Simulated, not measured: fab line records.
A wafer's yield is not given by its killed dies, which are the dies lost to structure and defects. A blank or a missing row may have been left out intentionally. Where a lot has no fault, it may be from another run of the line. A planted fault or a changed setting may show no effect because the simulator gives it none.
Struck lot and sound lot, side by side -- flow n5 finfet -- 39 out of 1938 route steps
Sound: these wafers, L742.3, L742.4, L742.5. Struck: wafers L727.1, L727.2. The cause is named last.
Order at every step that has rows: each side's tool, ch and its chambers, its first start. Under that, the readings that differ: sound wafers -- struck wafers -- difference of the means -- sigmas: that difference in standard deviations of wafers without a fault.
alike: readings with means less than 2 such deviations apart, plus words and numbers identical on both sides. not compared: withheld readings, readings lacking a value on some wafer, bounds such as >300 that could conceal the same value, and numbers that have no deviation in the record and whose values overlap.
A row with sigmas, a row that says differs or no value, or rows on one side alone: a step with any of these is where the two part. Numbers that have no deviation but don't overlap get no sigmas and don't part them. Lack of a reading on every wafer of one side parts them only where that side has two or more wafers.

first, 9 steps without rows for these wafers: N5_BEOL_M12_SOFTBAKE_23 (time 60 s); N5_BEOL_M12_EXPOSE_25 (exposes mask M12); N5_BEOL_M12_PEB_26 (peb time 90 s); N5_BEOL_M12_DEVELOP_27 (develop time 45 s); N5_BEOL_M12_HARDBAKE_32 (time 120 s); N5_BEOL_M12_DESCUM_33 (chemistry O2, time 7.9 s); N5_BEOL_M12_ETCH_67 (etches SiARC in CF4, target depth 143 nm, time 238.3 s); N5_BEOL_M12_ETCH_68 (etches SOC in N2/H2, time 285 s); N5_BEOL_M12_STRIP_69 (strips in N2/H2).
N5_BEOL_M12_TRENCH_ETCH_34: etches SiOC in C4F8/O2/Ar, target depth 318.95 nm, time 125.5 s.
  sound on rie diel-04 ch 1,3, day 17 10:07; struck on rie diel-06 ch 0,1, day 12 18:17
reading,sound,struck,difference,sigmas
rf fwd power W (W),3004 2988 2992,- -,no value on the struck wafers,
model.etch.depth nm (nm),321.8 318.1 319.1,281.3 273.9,-42.1,
  alike: drypump motor current A, oes product au, rf vpp V, showerhead plenum p Torr, throttle valve pct
  not compared: rf hours counter h
then, 1 step without rows for these wafers: N5_BEOL_M12_STRIP_70 (strips in C4F8/O2/Ar).
N5_BEOL_M12_OCD_MEAS_35:
  sound on ocd-01, day 17 10:17; struck on ocd-01, day 12 18:26
reading,sound,struck,difference,sigmas
trench depth nm (nm),322 318 319,281 274,-42,-9
then, 11 steps without rows for these wafers: N5_BEOL_M12_STRIP_37 (strips in N2/H2); N5_BEOL_M12_ETCH_38 (etches SiCN in CF4/N2, target depth 68.7 nm, time 73.4 s); N5_BEOL_M12_PRECLEAN_39 (cleans in residue remover, time 60 s); N5_BEOL_M12_SRD_40 (time 30 s, dry time 30 s); N5_BEOL_M12_DEGAS_41 (time 60 s); N5_BEOL_M12_PRE_CLEAN_42 (time 30 s); N5_BEOL_M12_SPUTTER_43 (material TaN, target thk 15 nm, time 24.19 s); N5_BEOL_M12_SPUTTER_44 (material Ta, target thk 10 nm, time 16.13 s); N5_BEOL_M12_SPUTTER_45 (material Cu, target thk 80 nm, time 13.33 s); N5_BEOL_M12_ECD_47 (material Cu, target thk 720 nm); N5_BEOL_M12_ANNEAL_48 (time 90 s).
N5_BEOL_M12_CMP_49: polishes, stops on SiOC, t overpolish 20.6 s, target thk 320 nm.
  sound on cmp-03 ch 0,1, day 17 11:51; struck on cmp-03 ch 1,2, day 12 19:50
reading,sound,struck,difference,sigmas
model.Cu_of_BEOL_M12_ECD_47.thk nm (nm),322.4 320 321.6,279.8 274.4,-44.2,
  alike: barrier field endpoint s, clearing platen down force psi, clearing platen rpm, head pressure psi, motor current A, overpolish run s
N5_BEOL_M12_THK_MEAS_50: measures by xrf.
  sound on film metro-02, day 17 12:07; struck on film metro-02, day 12 20:07
reading,sound,struck,difference,sigmas
M12_THK (nm),322 320 321,275 270,-48,-8
then, 2 steps without rows for these wafers: N5_BEOL_M12_PRE_CLEAN_52 (time 15 s); N5_BEOL_M12_DEP_53 (deposits SiCN from 3MS/NH3, target thk 30 nm, time 10.5 s).
N5_BEOL_M12_RS_MEAS_54: uses a four-point probe to measure.
  sound on film metro-02, day 17 12:14; struck on film metro-02, day 12 20:15
reading,sound,struck,difference,sigmas
M12_RS (ohm/sq),0.0598 0.0600 0.0600,0.0692 0.0708,+0.0101,+10
then, 9 steps without rows for these wafers: N5_BEOL_M13_ILD_DEP_00 (deposits SiOC from DEMS/O2, target thk 837.92 nm, time 166.4 s); N5_BEOL_M13_COAT_58 (time 60 s, resist thk 89 nm); N5_BEOL_M13_COAT_04 (resist thk 400 nm); N5_BEOL_M13_EBR_06; N5_BEOL_M13_SOFTBAKE_05 (time 60 s); N5_BEOL_M13_EXPOSE_07 (exposes mask V12); N5_BEOL_M13_PEB_08 (peb time 90 s); N5_BEOL_M13_DEVELOP_09 (develop time 45 s); N5_BEOL_M13_HARDBAKE_14 (time 120 s).
N5_BEOL_M15_RC_MEAS_101:
  sound on prober-02 ch 0, day 18 07:50; struck on prober-01 ch 0, day 13 14:11
reading,sound,struck,difference,sigmas
SERP_M12 (ohm/um),0.630 0.630 0.628,0.721 0.735,+0.099,+7
SERP_M12_max_site (ohm/um),0.644 0.647 0.634,0.741 0.749,+0.103,+6
  alike: COMB_M10, COMB_M11, COMB_M13, COMB_M14, COMB_M14_max_site, COMB_M15, COMB_M5, COMB_M6, COMB_M7, COMB_M8, COMB_M9, SERP_M10, SERP_M11, SERP_M13, SERP_M14, SERP_M5, SERP_M6, SERP_M7, SERP_M8, SERP_M9
N5_PASSIVATION_PROBE_49:
  only the struck wafers here have rows in the record (prober-01, day 14 03:40); the sound ones have none

WHERE THEY PART
First at N5_BEOL_M12_TRENCH_ETCH_34; last, within this record, at N5_PASSIVATION_PROBE_49.

WHY: whatever the simulator had introduced
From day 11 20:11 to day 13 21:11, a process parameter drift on rie diel-06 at N5_BEOL_M12_TRENCH_ETCH_34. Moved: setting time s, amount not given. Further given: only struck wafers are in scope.
